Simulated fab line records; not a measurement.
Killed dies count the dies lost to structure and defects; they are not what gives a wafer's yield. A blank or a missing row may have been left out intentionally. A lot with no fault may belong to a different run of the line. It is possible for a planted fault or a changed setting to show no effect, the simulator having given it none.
Which of the tools did it? / flow nand harc / route of 1159 steps, sampled at 1 step: 12 lots, 36 wafers

## WHAT THE GAUGES READ, wafer by wafer
NHARC_A_BLC_INSPECT_12.
lot=L077; measured=day 17 22:31; on=defect inspect-02; raw defect count=9 9 12
lot=L078; measured=day 18 17:27; on=defect inspect-01; raw defect count=17 20 22
lot=L079; measured=day 18 18:14; on=defect inspect-01; raw defect count=8 7 9
lot=L081; measured=day 18 23:53; on=defect inspect-01; raw defect count=47 30 41
lot=L082; measured=day 19 17:31; on=defect inspect-01; raw defect count=55 57 42
lot=L084; measured=day 20 02:52; on=defect inspect-01; raw defect count=14 17 20
lot=L086; measured=day 20 11:59; on=defect inspect-01; raw defect count=24 23 21
lot=L090; measured=day 20 18:36; on=defect inspect-01; raw defect count=35 38 42
lot=L091; measured=day 21 14:05; on=defect inspect-01; raw defect count=43 54 54
lot=L093; measured=day 21 16:28; on=defect inspect-02; raw defect count=26 14 13
lot=L095; measured=day 22 15:20; on=defect inspect-01; raw defect count=46 51 46
lot=L096; measured=day 22 18:43; on=defect inspect-01; raw defect count=14 13 20

## WHICH TOOL RAN EACH LOT (tool, then ch and the chambers of the sampled wafers, then the start)
The record holds no process step before these readings.

## THE ANSWER, worked out from the rows above alone
Rule: the usual values come from the lots themselves. The widest of any qualifying gaps counts: lots, ordered by their means at a reading, are off when they make up no more than a third of the lots, leave a main group of 4 or more, and stand apart from it by 3 or more times the standard deviation of that group's means. If all means in a main group match to the digits the tables above print for the reading, that group is not used. A lot without any number at a reading at which 4 lots or more have one is off too. Where the step has rows for the other lots, those lots are counted as sound.
Nothing can be told from this: no lot is off at any reading shown.

## WHAT WAS PUT IN BY THE SIMULATOR
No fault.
